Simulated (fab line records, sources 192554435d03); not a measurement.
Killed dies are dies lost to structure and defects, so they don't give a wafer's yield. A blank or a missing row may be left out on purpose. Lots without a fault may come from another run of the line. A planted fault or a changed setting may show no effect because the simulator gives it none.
fab line records | flow n5_finfet
record lots=10 wafers=30 last_day=18
route steps=1938 shown SDB@361 HKMG_FIN@406 BEOL_M4@1111
lots that met no fault: from a run of the same line without faults
start_h: hours from the record's first day to the start of the lot's first wafer shown | wait_h: hours since the lot's step before | " the same as in the row above | L1.1+2: a row that stands for several wafers | - no value, or no start given | * or withheld: withheld | < > ~ a bound
route shown NAME@n: a module of which the file shows steps, and the number in the route of the first | usual: mean/standard deviation of fault-free wafers | same: alike in all rows | chamber/n: place in a boat | sites: the reading at each site | _std_site: their standard deviation | _edge_site: outer sites' mean less inner sites' | radius_mm: how far each site lies from the wafer's centre | mask NAME#n: copy n | behind: the tool/chamber that last shaped the wafer | hold: why the lot was held/for how many hours/how that ended | device: the transistor (n, p or np) that didn't switch | end of line: the same wafers' tests at the end of the route | a step without rows: its recipe alone | killed: dies lost to structure and defects at the first sort, not the wafer's yield | map: a wafer's dies, x killed, . not, _ none there
set.NAME: the setting as run; set.NAME@STEP: as run at that earlier step | model.NAME: the simulator's own value behind a step, which no gauge read
steps of the route over a sample of lots; a table a step, a row a wafer
services: from which hour (start_h, from the record's first day; less than 0 if before it) a tool's chamber was out of use, for how many hours, and why
## steps
# step N5_SDB_ETCH_18
# recipe chemistry=N2/H2 target=SOC target_depth_a=1000 overetch_a=200 mask_material=SiARC temp_c=40 time_s=150 ion_energy_ev=200 pressure_mtorr=30 source_w=840 bias_w=150 n2_flow_sccm=200 h2_flow_sccm=200
# usual bias_w=150.0/0.44 chamber_pressure_mTorr=29.998/0.027 drypump_motor_current_A=5.9/0.33 oes_product_au=0.70/0.079 rf_vpp_V=523/3.3 showerhead_plenum_p_Torr=2.53/0.11 temp_c=40.00/0.1 throttle_valve_pct=17.92/0.25
# columns lot.wafer tool chamber start_h wait_h bias_w chamber_pressure_mTorr drypump_motor_current_A oes_product_au rf_hours_counter_h rf_vpp_V showerhead_plenum_p_Torr temp_c throttle_valve_pct
L826.3 rie_diel-06 2 66.92 0.0 150.2 29.937 6.3 0.64 208 522 2.52 40.15 17.97
L826.4 " 0 " " 151.1 29.978 5.8 0.78 55 523 2.48 40.24 17.61
L826.5 " 1 " " 150.0 30.012 5.4 0.62 - 520 2.40 40.15 18.16
L829.1 rie_diel-06 3 87.83 0.0 149.7 30.052 6.5 0.62 231 523 2.52 40.08 18.04
L829.3 " 2 " " 150.2 30.037 6.3 0.63 214 523 2.52 40.05 17.98
L829.4 " 0 " " 150.7 30.028 5.8 0.77 - 521 2.47 40.04 17.62
L835.1 rie_diel-03 1 120.05 0.0 149.6 30.009 5.9 0.62 240 525 2.62 39.91 18.42
L835.3 " 3 " " 150.3 30.000 6.2 0.71 88 528 2.68 39.97 17.96
L835.4 " 0 " " 150.2 30.007 5.6 0.65 196 523 2.52 39.85 17.71
L840.2 rie_diel-06 1 153.25 0.0 149.5 30.008 5.4 0.80 22 529 2.71 39.77 17.73
L840.4 " 3 " " 150.0 29.986 6.4 0.88 0 524 2.51 40.10 17.63
L840.5 " 2 " " 150.4 29.999 6.3 0.61 - 523 2.51 40.09 18.04
L841.1 rie_diel-03 1 157.40 0.0 149.8 30.020 5.9 0.88 0 525 2.61 39.99 18.02
L841.5 " 0 " " 150.3 29.950 5.5 0.64 - 524 2.52 39.89 17.75
L841.6 " 3 " " 150.6 30.022 6.2 0.70 - 527 2.67 39.95 17.99
L842.1 rie_diel-03 3 165.83 0.0 150.2 30.000 6.2 0.70 111 526 2.67 40.18 18.01
L842.2 " 2 " " 149.3 29.928 6.1 0.68 166 517 2.34 39.90 18.08
L842.5 " 0 " " 150.4 29.995 5.6 0.63 - 522 2.51 40.10 17.76
L843.2 rie_diel-03 3 170.21 0.0 150.2 29.971 6.1 0.68 113 528 2.67 40.06 18.00
L843.3 " 2 " " 149.8 29.959 6.2 0.67 168 517 2.34 40.09 18.06
L843.6 " 2 " " 150.2 30.031 6.2 0.66 - 518 2.34 39.84 18.07
L845.3 rie_diel-05 0 185.86 0.0 150.1 30.017 5.3 0.64 220 521 2.41 39.99 18.34
L845.5 " 0 " " 149.5 30.000 5.3 0.64 - 520 2.41 39.86 18.36
L845.6 " 2 " " 149.1 30.015 5.4 0.87 - 530 2.71 39.91 17.54
L846.1 rie_diel-05 1 186.81 0.0 150.2 29.961 5.9 0.63 198 520 2.42 39.92 17.53
L846.2 " 2 " " 150.6 29.987 5.4 0.86 4 529 2.71 40.01 17.53
L846.6 " 1 " " 150.4 29.985 6.0 0.63 - 519 2.42 39.92 17.53
L849.1 rie_diel-03 2 206.50 0.0 150.3 29.948 6.2 0.66 182 519 2.33 39.89 18.11
L849.4 " 2 " " 149.7 29.983 6.1 0.65 - 517 2.33 40.04 18.10
L849.6 " 1 " " 150.0 30.012 6.0 0.82 - 526 2.60 40.17 18.07
# step N5_SDB_THK_MEAS_31
# recipe reads=a-Si_of_DUMMY_GATE_CVD_03
# usual SDB_THK=64.0/0.77
# columns lot.wafer tool chamber start_h wait_h SDB_THK[nm]
L826.3 film_metro-01 - 70.97 - 64.1
L826.4 " - " " 63.2
L826.5 " - " " 63.8
L829.1 film_metro-01 - 91.58 - 63.5
L829.3 " - " " 65.8
L829.4 " - " " 64.4
L835.1 film_metro-02 - 125.44 - 64.5
L835.3 " - " " 64.9
L835.4 " - " " 65.0
L840.2 film_metro-01 - 157.13 - 63.4
L840.4 " - " " 63.0
L840.5 " - " " 63.9
L841.1 film_metro-01 - 162.16 - 64.3
L841.5 " - " " 64.4
L841.6 " - " " 65.1
L842.1 film_metro-01 - 171.09 - 65.1
L842.2 " - " " 64.5
L842.5 " - " " 64.9
L843.2 film_metro-01 - 174.78 - 64.5
L843.3 " - " " 64.6
L843.6 " - " " 63.9
L845.3 film_metro-02 - 189.62 - 63.7
L845.5 " - " " 62.8
L845.6 " - " " 63.2
L846.1 film_metro-01 - 191.32 - 62.0
L846.2 " - " " 64.1
L846.6 " - " " 64.5
L849.1 film_metro-01 - 210.65 - 63.2
L849.4 " - " " 62.3
L849.6 " - " " 63.1
# step N5_SDB_INSPECT_36
# recipe inspect_instrument=darkfield mode=post_cmp
# usual raw_defect_count=39/17
# columns lot.wafer tool chamber start_h wait_h raw_defect_count
L826.3 defect_inspect-02 - 71.00 0.0 33
L826.4 " - " " 18
L826.5 " - " " 24
L829.1 defect_inspect-02 - 91.60 0.0 95
L829.3 " - " " 48
L829.4 " - " " 82
L835.1 defect_inspect-01 - 125.47 0.0 40
L835.3 " - " " 34
L835.4 " - " " 36
L840.2 defect_inspect-01 - 157.16 0.0 77
L840.4 " - " " 97
L840.5 " - " " 61
L841.1 defect_inspect-02 - 162.18 0.0 40
L841.5 " - " " 63
L841.6 " - " " 45
L842.1 defect_inspect-01 - 171.11 0.0 20
L842.2 " - " " 34
L842.5 " - " " 29
L843.2 defect_inspect-01 - 174.81 0.0 36
L843.3 " - " " 28
L843.6 " - " " 16
L845.3 defect_inspect-02 - 189.64 0.0 43
L845.5 " - " " 68
L845.6 " - " " 43
L846.1 defect_inspect-01 - 191.35 0.0 41
L846.2 " - " " 30
L846.6 " - " " 25
L849.1 defect_inspect-02 - 210.68 0.0 35
L849.4 " - " " 52
L849.6 " - " " 22
# step N5_HKMG_FIN_ETCH_58
# recipe chemistry=N2/H2 target=SOC target_depth_a=2158 ion_energy_ev=50 bias_w=13 time_s=741 pressure_mtorr=30 source_w=875 n2_flow_sccm=200 h2_flow_sccm=200
# usual bias_w=13.00/0.036 chamber_pressure_mTorr=29.999/0.027 drypump_motor_current_A=5.8/0.35 oes_product_au=0.79/0.1 rf_vpp_V=99.1/1.1 showerhead_plenum_p_Torr=2.52/0.11 throttle_valve_pct=17.84/0.24
# columns lot.wafer tool chamber start_h wait_h bias_w chamber_pressure_mTorr drypump_motor_current_A oes_product_au rf_hours_counter_h rf_vpp_V showerhead_plenum_p_Torr throttle_valve_pct
L826.3 rie_diel-06 2 72.92 0.0 12.99 30.007 6.3 0.71 210 99.4 2.52 17.93
L826.4 " 0 " " 13.01 29.986 5.8 0.87 57 98.9 2.47 17.58
L826.5 " 0 " " 12.99 30.035 5.8 0.86 - 99.8 2.47 17.58
L829.1 rie_diel-03 1 93.76 0.0 12.97 30.052 5.9 0.69 230 99.8 2.62 18.36
L829.3 " 0 " " 12.94 30.003 5.5 0.74 186 99.0 2.53 17.67
L829.4 " 3 " " 12.98 30.012 6.1 0.81 80 100.5 2.68 17.93
L835.1 rie_diel-06 0 129.02 0.0 12.95 30.019 5.8 0.83 80 98.9 2.46 17.60
L835.3 " 3 " " 13.03 30.009 6.4 0.69 243 99.8 2.51 18.01
L835.4 " 1 " " 13.02 29.980 5.4 0.95 9 100.5 2.71 17.69
L840.2 rie_diel-06 1 160.71 0.0 11.97 29.985 5.4 0.89 28 95.2 2.70 17.71
L840.4 " 3 " " 11.90 30.036 6.4 0.93 - 93.3 2.51 17.59
L840.5 " 1 " " 11.98 30.054 5.4 0.89 - 94.5 2.70 17.73
L841.1 rie_diel-06 1 165.31 0.0 11.99 29.990 5.4 0.88 31 95.3 2.70 17.72
L841.5 " 3 " " 11.93 30.025 6.4 0.92 - 94.2 2.51 17.62
L841.6 " 0 " " 11.95 30.017 5.8 0.80 - 96.8 2.46 17.65
L842.1 rie_diel-06 3 173.63 0.0 11.98 29.951 6.4 0.90 14 93.7 2.50 17.60
L842.2 " 1 " " 11.94 30.040 5.3 0.88 37 94.2 2.70 17.75
L842.5 " 1 " " 11.89 30.027 5.4 0.87 - 94.2 2.70 17.74
L843.2 rie_diel-03 3 176.82 0.0 12.99 30.012 6.2 0.78 117 100.4 2.67 17.98
L843.3 " 2 " " 12.99 29.997 6.1 0.74 171 97.6 2.34 18.05
L843.6 " 0 " " 13.01 29.990 5.5 0.70 - 98.5 2.51 17.74
L845.3 rie_diel-03 1 191.46 0.0 13.01 30.007 5.9 0.94 15 99.0 2.61 18.03
L845.5 " 1 " " 13.02 29.987 5.9 0.94 - 98.9 2.61 18.02
L845.6 " 2 " " 13.00 30.017 6.2 0.74 - 99.5 2.34 18.06
L846.1 rie_diel-03 2 193.27 0.0 13.03 29.963 6.2 0.74 177 96.3 2.34 18.06
L846.2 " 0 " " 12.98 30.044 5.6 0.70 232 100.2 2.51 17.75
L846.6 " 0 " " 13.01 29.953 5.6 0.70 - 98.7 2.51 17.76
L849.1 rie_diel-03 2 212.80 0.0 13.00 29.990 6.2 0.72 185 98.4 2.33 18.08
L849.4 " 2 " " 12.99 29.986 6.2 0.72 - 98.1 2.33 18.07
L849.6 " 0 " " 13.05 30.011 5.6 0.69 - 101.4 2.51 17.75
# step N5_BEOL_M4_RC_MEAS_101
# usual DIBL_N=35.9/1.3 DIBL_P=36.3/1.5 IOFF_N=0.153/0.023 IOFF_P=0.208/0.028 ION_N=672/9.7 ION_P=462/6.6 SS_N=71.5/0.53 SS_P=73.3/0.59 VT_N=250.4/2.7 VT_P=-250.5/3
# columns lot.wafer tool chamber start_h wait_h DIBL_N[mV/V] DIBL_P[mV/V] IOFF_N[nA/um] IOFF_P[nA/um] ION_N[uA/um] ION_P[uA/um] SS_N[mV/dec] SS_P[mV/dec] VT_N[mV] VT_P[mV]
L826.3 prober-02 0 168.84 0.3 35.3 35.2 0.137 0.175 660 453 71.3 73.1 250.9 -254.6
L826.4 " 0 " " 36.9 37.2 0.162 0.197 679 461 71.8 73.7 249.6 -255.0
L826.5 " 0 " " 34.4 33.8 0.120 0.152 660 450 70.7 72.3 254.1 -257.9
L829.1 prober-01 0 200.32 0.0 37.3 37.6 0.186 0.275 672 470 72.6 73.6 245.2 -245.2
L829.3 " 0 " " 35.1 34.8 0.148 0.214 670 469 71.1 72.8 250.7 -248.0
L829.4 " 0 " " 38.7 39.2 0.218 0.307 690 478 73.0 73.3 246.7 -243.2
L835.1 prober-02 0 227.20 0.0 35.7 35.8 0.135 0.180 675 460 71.3 73.6 253.1 -249.9
L835.3 " 0 " " 37.4 38.7 0.173 0.224 684 471 71.7 73.5 247.8 -248.1
L835.4 " 0 " " 37.4 38.2 0.169 0.213 686 464 71.9 73.1 247.4 -251.0
L840.2 prober-02 0 268.63 0.2 36.0 36.8 0.177 0.237 687 471 71.6 73.8 243.4 -248.4
L840.4 " 0 " " 37.6 37.8 0.198 0.244 664 460 72.9 74.2 246.2 -247.6
L840.5 " 0 " " 36.6 36.5 0.174 0.235 676 465 71.9 73.4 246.1 -246.4
L841.1 prober-02 0 276.12 0.0 35.8 36.8 0.158 0.238 678 472 72.3 73.4 247.3 -251.2
L841.5 " 0 " " 36.5 36.9 0.169 0.254 690 474 71.4 73.7 245.1 -247.2
L841.6 " 0 " " 36.9 37.4 0.172 0.271 675 474 71.3 73.6 250.5 -245.2
L843.2 prober-01 0 279.33 0.2 34.7 36.2 0.135 0.171 677 456 71.2 72.8 253.7 -255.0
L843.3 " 0 " " 35.2 36.0 0.140 0.176 667 455 71.5 73.7 252.1 -255.3
L843.6 " 0 " " 34.3 35.4 0.126 0.161 663 456 71.2 73.0 253.5 -255.1
L842.1 prober-02 0 279.92 0.0 36.5 37.9 0.160 0.218 675 461 70.8 73.0 251.5 -249.8
L842.2 " 0 " " 36.5 37.4 0.157 0.206 682 459 71.5 73.5 254.7 -253.8
L842.5 " 0 " " 36.9 37.7 0.169 0.215 669 455 71.6 73.4 251.7 -250.4
L845.3 prober-01 0 303.42 0.8 33.7 34.3 0.136 0.213 665 462 70.9 73.3 251.6 -247.8
L845.5 " 0 " " 33.9 34.7 0.137 0.212 670 466 70.4 72.4 250.3 -248.5
L845.6 " 0 " " 34.0 35.1 0.144 0.223 686 476 71.5 73.6 251.4 -245.7
L846.1 prober-01 0 309.20 0.0 35.8 38.0 0.168 0.216 673 462 71.5 73.4 249.3 -252.6
L846.2 " 0 " " 32.8 34.6 0.121 0.176 669 460 71.3 72.8 251.3 -253.5
L846.6 " 0 " " 34.9 37.1 0.152 0.203 685 474 71.5 73.5 252.4 -249.4
L849.1 prober-02 0 336.40 0.0 35.8 35.8 0.145 0.211 689 473 70.6 72.9 248.5 -249.6
L849.4 " 0 " " 35.0 34.7 0.134 0.189 679 469 70.9 72.8 250.8 -249.5
L849.6 " 0 " " 35.3 34.6 0.136 0.192 672 462 70.7 73.1 250.5 -249.6
## services
# columns tool chamber start_h hours kind
rie_diel-05 - 47.80 1.1 repair
rie_diel-03 3 54.33 32.3 repair
rie_diel-06 1 87.45 - clean
rie_diel-06 1 87.45 - consumable_replace:focus_ring
rie_diel-06 1 87.45 - consumable_replace:showerhead
rie_diel-06 1 87.45 24.6 scheduled_down
rie_diel-06 1 87.45 24.6 vent_cycle
rie_diel-05 - 117.79 14.6 pm
rie_diel-06 0 131.83 6.3 repair
rie_diel-03 1 141.03 - clean
rie_diel-03 1 141.03 - consumable_replace:focus_ring
rie_diel-03 1 141.03 15.4 scheduled_down
rie_diel-03 1 141.03 15.4 vent_cycle
rie_diel-06 3 142.93 - clean
rie_diel-06 3 142.93 - consumable_replace:focus_ring
rie_diel-06 3 142.93 10.0 scheduled_down
rie_diel-06 3 142.93 10.0 vent_cycle
rie_diel-05 - 143.02 12.1 repair
rie_diel-06 2 158.69 - clean
rie_diel-06 2 158.69 - consumable_replace:focus_ring
rie_diel-06 2 158.69 12.5 scheduled_down
rie_diel-06 2 158.69 12.5 vent_cycle
rie_diel-03 0 160.20 1.9 repair
rie_diel-05 2 178.77 4.2 repair
## key
first_sign step=N5_HKMG_FIN_ETCH_58 reading=bias_w direction=down sigmas=29 usual=* struck=*
effect step=N5_HKMG_FIN_ETCH_58 reading=rf_vpp_V direction=down sigmas=4.1 usual=99.1 struck=94.6
met_at N5_HKMG_FIN_ETCH_58
struck_lots L840,L841,L842
rows_end L840.2,L840.4,L840.5,L842.1,L842.2,L842.5
not_acting_at N5_SDB_ETCH_18,N5_SDB_THK_MEAS_31,N5_SDB_INSPECT_36
onset_between 129.02 160.71
fault kind=process_parameter_drift tool=rie_diel-06 chamber=- onset_h=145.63 steps=N5_HKMG_FIN_ETCH_58 channel=bias_w offset=* shape=step acts_in=* stated=*
# rows_end: these wafers met a further fault down the route, and their rows from its step on are left out
